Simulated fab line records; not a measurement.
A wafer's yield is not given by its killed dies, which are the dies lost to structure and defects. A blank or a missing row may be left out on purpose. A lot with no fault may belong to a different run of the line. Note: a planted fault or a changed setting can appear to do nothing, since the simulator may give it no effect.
A lot that was struck, set against a sound lot	flow n5 finfet	15 steps out of a route of 1938
Sound: the wafers L823.1, L823.3, L823.6. Wafers struck: L817.1, L817.2, L817.3. The cause comes at the end.
Per side, at each step with rows, come the tool, then ch with its chambers, and then its first start. Under that, the readings that differ: sound wafers	struck wafers	difference of the means	sigmas: that difference in standard deviations of wafers without a fault.
alike: readings with means less than 2 such deviations apart, plus words and numbers identical on both sides. not compared: withheld readings, readings lacking a value on some wafer, bounds such as >300 that could conceal the same value, and numbers that have no deviation in the record and whose values overlap.
The two part at a step that has a row with sigmas, a row that says differs or no value, or rows on one side only. Numbers that have no deviation but don't overlap get no sigmas and don't part them. A reading that every wafer of one side lacks parts them only if that side has two wafers or more.

first, 9 steps without rows for these wafers: N5_BEOL_M4_COAT_76 (time 60 s, resist thk 5 nm); N5_BEOL_M4_COAT_22 (resist thk 30 nm); N5_BEOL_M4_EBR_24; N5_BEOL_M4_SOFTBAKE_23 (time 60 s); N5_BEOL_M4_EXPOSE_25 (exposes mask V3, defocus 5 nm); N5_BEOL_M4_PEB_26 (peb time 60 s); N5_BEOL_M4_DEVELOP_27 (develop time 30 s); N5_BEOL_M4_DESCUM_33 (chemistry O2, time 7 s); N5_BEOL_M4_ETCH_77 (etches underlayer in N2/H2, target depth 6.5 nm, time 5.2 s).
N5_BEOL_M4_ETCH_69: etches SiARC in CF4, target depth 15.6 nm, time 26 s.
  sound on rie diel-04 ch 0,1,2, day 11 10:16; struck on rie diel-05 ch 0,2,3, day 9 13:19
  no value came back on the struck wafers for any of 8 readings (bias w (W), cf4 flow sccm (sccm) and others); on the sound wafers bias w (W) reads 35.99 35.88 36.09
reading	sound	struck	difference	sigmas
model.CAR-EUV_of_BEOL_M4_COAT_22.thk nm (nm)	11 11.2 11	20.4 20.4 20.2	+9.3	
  not compared: rf hours counter h
then, 1 step without rows for these wafers: N5_BEOL_M4_ALD_98 (deposits SiO2, target thk 2.5 nm, pulse time 1 s, co reactant pulse time 1 s).
N5_BEOL_M4_ETCHBACK_99: etches SiO2 in CHF3, target depth 5 nm, time 10.4 s.
  sound on rie diel-05 ch 2,3, day 11 12:40; struck on rie diel-03 ch 0,1,2, day 9 14:51
reading	sound	struck	difference	sigmas
oes product au (a.u.)	0.79 0.71 0.71	0.29 0.32 0.28	-0.44	-4
model.CAR-EUV_of_BEOL_M4_COAT_22.thk nm (nm)	10.4 10.4 10.4	19.6 19.6 19.6	+9.2	
  alike: drypump motor current A, rf vpp V, showerhead plenum p Torr, throttle valve pct
  not compared: rf hours counter h
N5_BEOL_M4_ETCH_70: etches SOC in N2/H2, target depth 80 nm, overetch 24 nm, time 130 s.
  sound on rie diel-05 ch 2,3, day 11 12:42; struck on rie diel-03 ch 0,1,2, day 9 14:53
reading	sound	struck	difference	sigmas
oes product au (a.u.)	0.58 0.53 0.53	0.30 0.32 0.28	-0.25	-4
  alike: bias w, chamber pressure mTorr, drypump motor current A, rf vpp V, showerhead plenum p Torr, throttle valve pct
  not compared: rf hours counter h
N5_BEOL_M4_RC_MEAS_101:
  the record has rows for the sound wafers here (prober-02 ch 0, day 11 18:58) and none for the struck ones
-- record jumps: 5 days separate the struck wafers' starts on either side; left off in module BEOL_M4, taken up again in module PASSIVATION, whose first shown step is the route's number 1936 --
N5_PASSIVATION_PROBE_49:
  struck on prober-01, day 14 09:35; sound on prober-01, day 16 11:08
reading	sound	struck	difference	sigmas
defect limited yield (%)	93.8 93.6 92.5	0 0 0	-93	-67
killed_at_M4_up	12 10 15	1098 1096 1098	+1085	+99 or more
killed dies	73 75 88	1180 1180 1180	+1101	+65
killed on rim	10 7 13	152 152 152	+142	+34
sort_bin_5_function (%)	3.4 3.6 4.3	96.5 96.9 97.0	+93.0	+99 or more
sort n pass	1107 1105 1092	0 0 0	-1101	-27
sort yield pct (%)	94 94 93	0 0 0	-94	-27
  alike: killed_at_M0_to_M3, killed at contacts, killed at front end, killed at other, killed open, killed short, sort_bin_6_memory

## WHERE THEY PART
Earliest at N5_BEOL_M4_ETCH_69; latest, in this record, at N5_PASSIVATION_PROBE_49.

WHY: what the simulator had put in
Step skipped in full: rie diel-05, at N5_BEOL_M4_ETCH_69, from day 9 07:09 onward. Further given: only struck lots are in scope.
